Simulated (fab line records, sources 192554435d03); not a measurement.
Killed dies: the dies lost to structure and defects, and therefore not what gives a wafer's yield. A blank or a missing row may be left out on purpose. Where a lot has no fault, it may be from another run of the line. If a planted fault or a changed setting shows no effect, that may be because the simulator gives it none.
fab line records	flow n5_finfet	part 1 of 2: steps 1 to 32 of 44
[record] lots = 5	wafers = 15	last_day = 16
route steps=1938 shown STI_FIN_REVEAL@192 DUMMY_GATE@212
lots that met no fault: from a run of the same line without faults
start_h: the number of hours between the record's first day and the start of the first shown wafer of the lot	wait_h: how many hours have passed since the lot's step before this one	" as in the row above	L1.1+2: a single row standing in for several wafers	- no value present, or no start provided	* or withheld: withheld	< > ~ a bound
route shown NAME@n: names a module that has steps shown in the file, with the first one's number in the route	usual: mean/standard deviation of fault-free wafers	same: alike in all rows	chamber/n: place in a boat	sites: the reading at each site	_std_site: the values' standard deviation	_edge_site: inner sites' mean taken away from outer sites' mean	radius_mm: for every site, how far away it sits from the centre of the wafer	mask NAME#n: copy n	behind: the most recent tool/chamber to have shaped the wafer	hold: cause of the lot's hold/its duration in hours/its outcome	device: the n, p or np transistor that did not switch	end of line: the route-end tests of the same wafers	where a step has no rows: the recipe by itself	killed: count of dies lost to structure and defects at first sort (not the wafer's yield)	map: a wafer's dies, marking killed ones x, the rest . and places with no die _
set.NAME: the run value of the setting; set.NAME@STEP: its run value at that earlier step	model.NAME: the simulator's own value behind a step, which no gauge read
certain route steps with their lots: each step a table, each wafer a row
services: the hour from which a tool's chamber was out of use, counted from the record's first day as start_h (under 0 if before that day), plus the number of hours and why
[[steps]]
[step N5_STI_FIN_REVEAL_PRECLEAN_25]
[recipe] chemistry = SPM	time_s = 90	temp_c = 120	mix = 4:1
lot.wafer	tool	chamber	start_h	wait_h
L075.2+4+6	wet_bench-05	5,2,4	39.56	0.1
L077.1+4+5	wet_bench-04	0,6,2	52.20	0.1
L079.3+4+6	wet_bench-05	5,0,1	63.18	0.1
L084.1+2+5	wet_bench-01	0,3,7	92.74	0.1
L089.1+3+6	wet_bench-05	5,1,2	126.51	0.1
[step N5_STI_FIN_REVEAL_PRECLEAN_26]
[recipe] chemistry = SC1	time_s = 45	temp_c = 46	mix = 1:2:100
[usual] nh4oh_flow_mL_min = 14.57/0.056
lot.wafer	tool	chamber	start_h	wait_h	nh4oh_flow_mL_min
L075.2	wet_bench-05	5	39.59	0.0	14.55
L075.4	"	2	"	"	14.53
L075.6	"	4	"	"	14.51
L077.1	wet_bench-04	0	52.22	0.0	14.59
L077.4	"	6	"	"	14.50
L077.5	"	2	"	"	14.50
L079.3	wet_bench-05	5	63.21	0.0	14.55
L079.4	"	0	"	"	14.51
L079.6	"	1	"	"	14.54
L084.1	wet_bench-01	0	92.77	0.0	14.56
L084.2	"	3	"	"	14.58
L084.5	"	7	"	"	14.71
L089.1	wet_bench-05	5	126.54	0.0	14.64
L089.3	"	1	"	"	14.52
L089.6	"	2	"	"	14.58
[step N5_STI_FIN_REVEAL_PRECLEAN_29]
[recipe] chemistry = DHF	time_s = 30	temp_c = 25	dilution = 300:1
lot.wafer	tool	chamber	start_h	wait_h
L075.2+4+6	wet_bench-05	5,2,4	39.60	0.0
L077.1+4+5	wet_bench-04	0,6,2	52.24	0.0
L079.3+4+6	wet_bench-05	5,0,1	63.22	0.0
L084.1+2+5	wet_bench-01	0,3,7	92.78	0.0
L089.1+3+6	wet_bench-05	5,1,2	126.55	0.0
[step N5_STI_FIN_REVEAL_SRD_12]
[recipe] time_s = 30	temp_c = 23	rinse_liquid = diw	dry = ipa_marangoni
lot.wafer	tool	chamber	start_h	wait_h
L075.2+4+6	wet_bench-05	5,2,4	39.61	0.0
L077.1+4+5	wet_bench-04	0,6,2	52.25	0.0
L079.3+4+6	wet_bench-05	5,0,1	63.23	0.0
L084.1+2+5	wet_bench-01	0,3,7	92.79	0.0
L089.1+3+6	wet_bench-05	5,1,2	126.56	0.0
[step N5_STI_FIN_REVEAL_RECESS_09]
[recipe] chemistry = HF/NH3	target = SiO2	afs_cycles = 11	target_depth_a = 425	temp_c = 30	sublimation_temp_c = 180	sublimation_time_s = 60
[usual] drypump_motor_current_A = 5.95/0.14
lot.wafer	tool	chamber	start_h	wait_h	drypump_motor_current_A
L075.2	vapor_etch-01	0	39.65	0.0	5.78
L075.4	"	1	"	"	5.99
L075.6	"	0	"	"	5.79
L077.1	vapor_etch-01	1	52.29	0.0	6.05
L077.4	"	0	"	"	5.79
L077.5	"	1	"	"	6.01
L079.3	vapor_etch-01	0	63.81	0.6	5.76
L079.4	"	1	"	"	6.06
L079.6	"	1	"	"	6.04
L084.1	vapor_etch-01	1	92.84	0.0	6.00
L084.2	"	0	"	"	5.79
L084.5	"	0	93.90	1.1	5.80
L089.1	vapor_etch-02	0	126.60	0.0	6.13
L089.3	"	0	"	"	6.10
L089.6	"	0	"	"	6.13
[step N5_STI_FIN_REVEAL_STRIP_16]
[recipe] chemistry = H3PO4	material = SiNx	temp_c = 165	target_depth_a = 238	overetch_fraction = 0.4964	dry = ipa_marangoni
lot.wafer	tool	chamber	start_h	wait_h
L075.2+4+6	wet_bench-04	4,7,6	41.27	1.1
L077.1+4+5	wet_bench-05	0,5,4	53.91	1.1
L079.3+4+6	wet_bench-01	2,3,5	64.89	0.6
L084.1+2+5	wet_bench-05	4,3,6	94.46	1.1
L089.1+3+6	wet_bench-01	1,2,4	128.22	1.1
[step N5_STI_FIN_REVEAL_PRECLEAN_17]
[recipe] chemistry = NF3:NH3	afs_cycles = 1	temp_c = 30	time_s = 20	sublimation_temp_c = 180	sublimation_time_s = 60	pressure_torr = 3	rf_power_w = 30
lot.wafer	tool	chamber	start_h	wait_h
L075.2+4+6	remote_plasma-02	0	41.57	0.1
L077.1+4+5	remote_plasma-02	1	54.18	0.0
L079.3+4+6	remote_plasma-01	1	65.22	0.1
L084.1+2+5	remote_plasma-02	0	94.73	0.0
L089.1+3+6	remote_plasma-02	0	128.49	0.0
[step N5_STI_FIN_REVEAL_ETCH_34]
[recipe] chemistry = H2	mode = isotropic	material = Si	target = Si	target_depth_a = 9.7	temp_c = 20	pressure_mtorr = 4.5	icp_w = 300	bias_w = 0	h2_flow_sccm = 7.5	he_flow_sccm = 142.5
[usual] drypump_motor_current_A = 5.6/0.39	oes_product_au = 0.999/0.025	throttle_valve_pct = 25.7/0.45
lot.wafer	tool	chamber	start_h	wait_h	drypump_motor_current_A	oes_product_au	rf_hours_counter_h	throttle_valve_pct
L075.2	rie_si-04	2	41.74	0.1	5.6	1.022	115	25.9
L075.4	"	1	"	"	6.3	0.968	2	25.0
L075.6	"	2	"	"	5.5	1.022	-	25.9
L077.1	rie_si-06	0	54.38	0.2	5.6	0.981	88	25.2
L077.4	"	2	"	"	5.2	0.999	131	26.2
L077.5	"	2	"	"	5.2	1.006	-	26.2
L079.3	rie_si-04	3	65.37	0.1	5.1	0.992	116	25.4
L079.4	"	1	"	"	6.3	0.960	2	25.0
L079.6	"	3	"	"	5.1	0.978	-	25.4
L084.1	rie_si-06	2	94.93	0.2	5.2	1.007	132	26.2
L084.2	"	3	"	"	5.9	1.026	129	25.6
L084.5	"	3	"	"	5.9	1.026	-	25.6
L089.1	rie_si-04	3	128.70	0.2	5.1	0.981	117	25.4
L089.3	"	1	"	"	6.3	0.961	3	25.1
L089.6	"	0	"	"	5.2	1.014	-	26.2
[step N5_STI_FIN_REVEAL_OXIDATION_31]
[recipe] chemistry = O2_PLASMA_REMOTE	temp_c = 150	time_s = 20	pressure_mtorr = 1000	source_power_w = 2000	o2_flow_sccm = 3000
[usual] drypump_motor_current_A = 5.8/0.53	heater_power_w = 160/19
lot.wafer	tool	chamber	start_h	wait_h	drypump_motor_current_A	heater_power_w	rf_hours_counter_h
L075.2	plasma_asher-02	0	41.80	0.0	5.7	171	29
L075.4	"	1	"	"	6.3	180	-
L075.6	"	1	"	"	6.4	180	-
L077.1	plasma_asher-01	0	54.44	0.0	6.2	142	91
L077.4	"	1	"	"	4.9	133	-
L077.5	"	1	"	"	5.0	132	-
L079.3	plasma_asher-01	1	65.45	0.1	4.9	134	-
L079.4	"	0	"	"	6.2	147	-
L079.6	"	0	"	"	6.2	145	-
L084.1	plasma_asher-02	1	94.99	0.0	6.3	182	36
L084.2	"	0	"	"	5.7	169	36
L084.5	"	0	"	"	5.7	171	-
L089.1	plasma_asher-01	0	128.76	0.0	6.2	145	107
L089.3	"	0	"	"	6.2	147	-
L089.6	"	1	"	"	4.9	134	-
[step N5_STI_FIN_REVEAL_PRECLEAN_32]
[recipe] chemistry = NF3:NH3	afs_cycles = 1	temp_c = 30	time_s = 20	sublimation_temp_c = 180	sublimation_time_s = 60	pressure_torr = 3	rf_power_w = 30
lot.wafer	tool	chamber	start_h	wait_h
L075.2+4+6	remote_plasma-01	1	41.92	0.1
L077.1+4+5	remote_plasma-02	1	54.53	0.1
L079.3+4+6	remote_plasma-01	1	65.57	0.1
L084.1+2+5	remote_plasma-01	1	95.08	0.1
L089.1+3+6	remote_plasma-01	0	128.84	0.1
[step N5_STI_FIN_REVEAL_STRIP_35]
[recipe] chemistry = H3PO4	material = Si3N4	temp_c = 165	target_depth_a = 40	time_s = 39
lot.wafer	tool	chamber	start_h	wait_h
L075.2+4+6	wet_bench-04	1,3,5	42.10	0.2
L077.1+4+5	wet_bench-04	6,5,4	54.74	0.2
L079.3+4+6	wet_bench-05	3,5,1	65.72	0.1
L084.1+2+5	wet_bench-01	1,4,6	95.29	0.2
L089.1+3+6	wet_bench-04	3,7,6	129.05	0.2
[step N5_STI_FIN_REVEAL_SRD_21]
[recipe] dry = ipa_marangoni	time_s = 30	temp_c = 23	rinse_liquid = diw
lot.wafer	tool	chamber	start_h	wait_h
L075.2+4+6	wet_bench-04	1,3,5	42.11	0.0
L077.1+4+5	wet_bench-04	6,5,4	54.75	0.0
L079.3+4+6	wet_bench-05	3,5,1	65.74	0.0
L084.1+2+5	wet_bench-01	1,4,6	95.30	0.0
L089.1+3+6	wet_bench-04	3,7,6	129.06	0.0
[step N5_STI_FIN_REVEAL_OXIDATION_33]
[recipe] chemistry = O2_PLASMA_REMOTE	temp_c = 150	time_s = 20	pressure_mtorr = 1000	source_power_w = 2000	o2_flow_sccm = 3000
[usual] drypump_motor_current_A = 5.8/0.56	heater_power_w = 156/20
lot.wafer	tool	chamber	start_h	wait_h	drypump_motor_current_A	heater_power_w	rf_hours_counter_h
L075.2	plasma_asher-02	1	42.16	0.0	6.3	183	29
L075.4	"	1	"	"	6.4	183	-
L075.6	"	0	"	"	5.7	170	-
L077.1	plasma_asher-01	1	55.01	0.2	5.0	133	91
L077.4	"	0	"	"	6.2	152	-
L077.5	"	0	"	"	6.2	150	-
L079.3	plasma_asher-01	0	65.80	0.0	6.2	144	-
L079.4	"	1	"	"	4.9	131	-
L079.6	"	0	"	"	6.2	148	-
L084.1	plasma_asher-01	1	95.35	0.0	5.0	134	101
L084.2	"	0	"	"	6.2	144	101
L084.5	"	0	"	"	6.2	149	-
L089.1	plasma_asher-02	1	129.11	0.0	6.4	183	42
L089.3	"	0	"	"	5.7	167	-
L089.6	"	0	"	"	5.7	170	-
[step N5_STI_FIN_REVEAL_CLEAN_19]
[recipe] chemistry = O3/DIW	temp_c = 25	time_s = 120	o3_ppm = 10
lot.wafer	tool	chamber	start_h	wait_h
L075.2+4+6	wet_bench-01	6,5,2	42.24	0.1
L077.1+4+5	wet_bench-05	6,2,5	55.10	0.1
L079.3+4+6	wet_bench-04	6,0,1	65.87	0.0
L084.1+2+5	wet_bench-04	1,5,6	95.43	0.1
L089.1+3+6	wet_bench-05	1,5,6	129.20	0.1
[step N5_STI_FIN_REVEAL_SRD_23]
[recipe] dry = ipa_marangoni	time_s = 30	temp_c = 23	rinse_liquid = diw
lot.wafer	tool	chamber	start_h	wait_h
L075.2+4+6	wet_bench-01	6,5,2	42.28	0.0
L077.1+4+5	wet_bench-05	6,2,5	55.14	0.0
L079.3+4+6	wet_bench-04	6,0,1	65.90	0.0
L084.1+2+5	wet_bench-04	1,5,6	95.47	0.0
L089.1+3+6	wet_bench-05	1,5,6	129.27	0.0
[step N5_STI_FIN_REVEAL_CD_MEAS_22]
[recipe] target_cd_nm = 6.238	pitch_nm = 28	polarity = line
[usual] cd_nm = 6.26/0.27
lot.wafer	tool	chamber	start_h	wait_h	cd_nm
L075.2	cd_sem-02	-	42.32	0.0	6.19
L075.4	"	-	"	"	6.36
L075.6	"	-	"	"	6.78
L077.1	cd_sem-01	-	55.18	0.0	6.70
L077.4	"	-	"	"	5.77
L077.5	"	-	"	"	6.19
L079.3	cd_sem-03	-	65.95	0.0	6.70
L079.4	"	-	"	"	6.47
L079.6	"	-	"	"	5.85
L084.1	cd_sem-02	-	95.51	0.0	5.98
L084.2	"	-	"	"	6.11
L084.5	"	-	"	"	6.45
L089.1	cd_sem-01	-	129.32	0.0	6.12
L089.3	"	-	"	"	6.21
L089.6	"	-	"	"	6.19
[step N5_STI_FIN_REVEAL_FIN_H_MEAS_10]
[usual] trench_depth_nm = 52.0/0.71
lot.wafer	tool	chamber	start_h	wait_h	trench_depth_nm
L075.2	ocd-02	-	42.35	0.0	52.4
L075.4	"	-	"	"	52.2
L075.6	"	-	"	"	52.3
L077.1	ocd-02	-	55.21	0.0	50.9
L077.4	"	-	"	"	51.1
L077.5	"	-	"	"	50.8
L079.3	ocd-02	-	65.98	0.0	51.8
L079.4	"	-	"	"	51.4
L079.6	"	-	"	"	52.2
L084.1	ocd-02	-	95.54	0.0	51.8
L084.2	"	-	"	"	52.4
L084.5	"	-	"	"	51.8
L089.1	ocd-01	-	129.36	0.0	52.6
L089.3	"	-	"	"	52.1
L089.6	"	-	"	"	52.6
[step N5_STI_FIN_REVEAL_PRECLEAN_18]
[recipe] chemistry = SC2	time_s = 45	temp_c = 35	mix = 1:1:50
lot.wafer	tool	chamber	start_h	wait_h
L075.2+4+6	wet_bench-01	5,3,2	42.38	0.0
L077.1+4+5	wet_bench-04	3,0,1	55.24	0.0
L079.3+4+6	wet_bench-05	0,6,4	66.01	0.0
L084.1+2+5	wet_bench-01	3,5,0	95.57	0.0
L089.1+3+6	wet_bench-04	5,7,2	129.40	0.0
[step N5_STI_FIN_REVEAL_SRD_28]
[recipe] dry = ipa_marangoni	time_s = 30	temp_c = 23	rinse_liquid = diw
lot.wafer	tool	chamber	start_h	wait_h
L075.2+4+6	wet_bench-01	5,3,2	42.40	0.0
L077.1+4+5	wet_bench-04	3,0,1	55.25	0.0
L079.3+4+6	wet_bench-05	0,6,4	66.02	0.0
L084.1+2+5	wet_bench-01	3,5,0	95.59	0.0
L089.1+3+6	wet_bench-04	5,7,2	129.41	0.0
[step N5_STI_FIN_REVEAL_INSPECT_13]
[recipe] inspect_instrument = darkfield	mode = post_clean
[usual] raw_defect_count = 12/5.3
lot.wafer	tool	chamber	start_h	wait_h	raw_defect_count
L075.2	defect_inspect-01	-	42.44	0.0	18
L075.4	"	-	"	"	12
L075.6	"	-	"	"	13
L077.1	defect_inspect-02	-	55.29	0.0	18
L077.4	"	-	"	"	11
L077.5	"	-	"	"	20
L079.3	defect_inspect-02	-	66.06	0.0	15
L079.4	"	-	"	"	14
L079.6	"	-	"	"	20
L084.1	defect_inspect-02	-	95.63	0.0	15
L084.2	"	-	"	"	16
L084.5	"	-	"	"	3
L089.1	defect_inspect-01	-	129.45	0.0	9
L089.3	"	-	"	"	14
L089.6	"	-	"	"	13
[step N5_DUMMY_GATE_PRECLEAN_00]
[recipe] chemistry = O3/DIW	time_s = 60	temp_c = 22	o3_ppm = 10
lot.wafer	tool	chamber	start_h	wait_h
L075.2+4+6	wet_bench-03	2,7,3	42.47	0.0
L077.1+4+5	wet_bench-03	3,2,1	55.32	0.0
L079.3+4+6	wet_bench-02	3,7,6	66.09	0.0
L084.1+2+5	wet_bench-03	0,2,6	95.65	0.0
L089.1+3+6	wet_bench-06	1,2,0	129.48	0.0
[step N5_DUMMY_GATE_SRD_01]
[recipe] time_s = 30	temp_c = 23	rinse_liquid = diw	dry = ipa_marangoni
lot.wafer	tool	chamber	start_h	wait_h
L075.2+4+6	wet_bench-03	2,7,3	42.49	0.0
L077.1+4+5	wet_bench-03	3,2,1	55.34	0.0
L079.3+4+6	wet_bench-02	3,7,6	66.11	0.0
L084.1+2+5	wet_bench-03	0,2,6	95.67	0.0
L089.1+3+6	wet_bench-06	1,2,0	129.50	0.0
[step N5_DUMMY_GATE_ALD_02]
[recipe] material = SiO2	target_thk_a = 20	temp_c = 300	ald_precursor_family = BDEAS	ald_co_reactant = O2-plasma	pulse_time_s = 1	pressure_torr = 2
[usual] heater_power_w = 436/39	precursor_pulse_height_rel = 1.001/0.021
lot.wafer	tool	chamber	start_h	wait_h	heater_power_w	precursor_pulse_height_rel
L075.2	ald_sin-04	1	42.54	0.0	463	1.011
L075.4	"	3	"	"	454	0.997
L075.6	"	1	"	"	463	1.007
L077.1	ald_sin-02	1	55.39	0.0	410	0.999
L077.4	"	2	"	"	441	1.029
L077.5	"	1	"	"	399	0.995
L079.3	ald_sin-03	1	66.16	0.0	454	1.016
L079.4	"	3	"	"	425	1.010
L079.6	"	2	"	"	502	1.006
L084.1	ald_sin-04	0	96.18	0.5	359	0.985
L084.2	"	3	"	"	459	1.006
L084.5	"	3	"	"	446	0.997
L089.1	ald_sin-04	2	129.55	0.0	435	1.002
L089.3	"	0	"	"	356	0.991
L089.6	"	3	"	"	443	1.036
[step N5_DUMMY_GATE_CVD_03]
[recipe] material = a-Si	target_thk_a = 1500	temp_c = 530	precursor = SiH4	time_s = 8042
lot.wafer	tool	chamber	start_h	wait_h
L075.2+4+6	lpcvd-01	0/20,0/29,0/39	42.64	0.1
L077.1+4+5	lpcvd-01	0/65,0/79,0/84	55.49	0.1
L079.3+4+6	lpcvd-02	0/100,0/104,0/114	66.26	0.1
L084.1+2+5	lpcvd-02	1/15,1/20,1/34	96.28	0.1
L089.1+3+6	lpcvd-01	0/15,0/25,0/39	129.65	0.1
[step N5_DUMMY_GATE_PRECLEAN_46]
[recipe] chemistry = DIW	time_s = 89.5	temp_c = 23
lot.wafer	tool	chamber	start_h	wait_h
L075.2+4+6	wet_bench-02	6,3,1	46.32	0.0
L077.1+4+5	wet_bench-02	7,4,3	59.17	0.0
L079.3+4+6	wet_bench-02	3,2,5	69.94	0.0
L084.1+2+5	wet_bench-02	3,1,7	99.97	0.0
L089.1+3+6	wet_bench-06	2,3,5	133.33	0.0
[step N5_DUMMY_GATE_SRD_47]
[recipe] dry_time_s = 32	dry = n2_spin	spin_rpm = 1500
lot.wafer	tool	chamber	start_h	wait_h
L075.2+4+6	wet_bench-02	6,3,1	46.35	0.0
L077.1+4+5	wet_bench-02	7,4,3	59.20	0.0
L079.3+4+6	wet_bench-02	3,2,5	69.96	0.0
L084.1+2+5	wet_bench-02	3,1,7	100.00	0.0
L089.1+3+6	wet_bench-06	2,3,5	133.35	0.0
[step N5_DUMMY_GATE_CMP_04]
[recipe] material = a-Si	post_cmp_clean = alkaline_brush
[usual] motor_current_A = 10.2/0.92	time_to_endpoint_s = 14.2/2.3
lot.wafer	tool	chamber	start_h	wait_h	motor_current_A	time_to_endpoint_s
L075.2	cmp-03	3	46.38	0.0	10.5	11.5
L075.4	"	2	"	"	11.3	12.0
L075.6	"	3	"	"	10.3	13.9
L077.1	cmp-03	2	59.23	0.0	11.4	13.6
L077.4	"	0	"	"	11.2	16.9
L077.5	"	3	"	"	10.7	14.9
L079.3	cmp-03	1	70.06	0.1	8.8	14.5
L079.4	"	2	"	"	11.9	16.9
L079.6	"	0	"	"	10.2	20.3
L084.2	cmp-04	2	100.03	0.0	11.4	13.0
L084.1	"	1	"	"	9.8	15.4
L084.5	"	2	"	"	11.1	15.1
L089.1	cmp-03	3	133.39	0.0	10.2	13.3
L089.3	"	2	"	"	11.6	12.5
L089.6	"	3	"	"	10.6	13.0
[step N5_DUMMY_GATE_THK_MEAS_05]
[usual] thk_nm = 72.3/0.98
lot.wafer	tool	chamber	start_h	wait_h	thk_nm
L075.2	film_metro-02	-	46.62	0.2	72.4
L075.4	"	-	"	"	71.4
L075.6	"	-	"	"	71.3
L077.1	film_metro-01	-	59.47	0.2	71.4
L077.4	"	-	"	"	74.1
L077.5	"	-	"	"	71.9
L079.3	film_metro-01	-	70.24	0.1	72.0
L079.4	"	-	"	"	71.8
L079.6	"	-	"	"	72.9
L084.1	film_metro-02	-	100.27	0.1	72.8
L084.2	"	-	"	"	73.6
L084.5	"	-	"	"	71.1
L089.1	film_metro-02	-	133.63	0.2	73.3
L089.3	"	-	"	"	71.3
L089.6	"	-	"	"	72.5
[step N5_DUMMY_GATE_HM_DEP_06]
[recipe] material = SiNx	target_thk_a = 800	precursor = DCS/NH3	temp_c = 700	pressure_mtorr = 300	time_s = 5141
[usual] pressure_mtorr = 300.0/0.43
lot.wafer	tool	chamber	start_h	wait_h	pressure_mtorr
L075.2	lpcvd-02	0/20	46.65	0.0	299.7
L075.4	"	0/29	"	"	299.7
L075.6	"	0/39	"	"	299.7
L077.1	lpcvd-01	0/90	59.50	0.0	299.4
L077.4	"	0/104	"	"	299.4
L077.5	"	0/109	"	"	299.4
L079.3	lpcvd-01	1/75	70.26	0.0	300.3
L079.4	"	1/79	"	"	300.3
L079.6	"	1/89	"	"	300.3
L084.1	lpcvd-02	1/40	100.30	0.0	300.4
L084.2	"	1/45	"	"	300.4
L084.5	"	1/59	"	"	300.4
L089.1	lpcvd-01	1/90	133.65	0.0	299.9
L089.3	"	1/100	"	"	299.9
L089.6	"	1/114	"	"	299.9
[step N5_DUMMY_GATE_PECVD_30]
[recipe] material = SiO2	target_thk_a = 550	temp_c = 400	precursor = TEOS/O2	pressure_torr = 6.5	rf_w = withheld	teos_flow_sccm = withheld	gas = O2	flow_sccm = 2650	time_s = 10.8
lot.wafer	tool	chamber	start_h	wait_h
L075.2+4+6	pecvd-03	1,1,2	50.59	0.0
L077.1+4+5	pecvd-04	2,2,0	63.44	0.0
L079.3+4+6	pecvd-03	0,0,2	76.16	0.0
L084.1+2+5	pecvd-04	0,2,0	104.24	0.0
L089.1+3+6	pecvd-04	1,2,1	137.61	0.0
[step N5_DUMMY_GATE_COAT_34]
[recipe] resist = SOC	temp_c = 250	time_s = 60	spin_rpm = 1500	resist_thk_nm = 60
lot.wafer	tool	chamber	start_h	wait_h
L075.2+4+6	litho_track-02	0	50.65	0.0
L077.1+4+5	litho_track-05	0	63.50	0.0
L079.3+4+6	litho_track-02	0	76.22	0.0
L084.1+2+5	litho_track-03	0	104.30	0.0
L089.1+3+6	litho_track-03	0	137.67	0.0
[step N5_DUMMY_GATE_COAT_35]
[recipe] resist = SiARC	temp_c = 220	time_s = 60	spin_rpm = 1500	resist_thk_nm = 10
lot.wafer	tool	chamber	start_h	wait_h
L075.2+4+6	litho_track-02	0	-	-
L077.1+4+5	litho_track-05	0	-	-
L079.3+4+6	litho_track-02	0	-	-
L084.1+2+5	litho_track-03	0	-	-
L089.1+3+6	litho_track-03	0	-	-
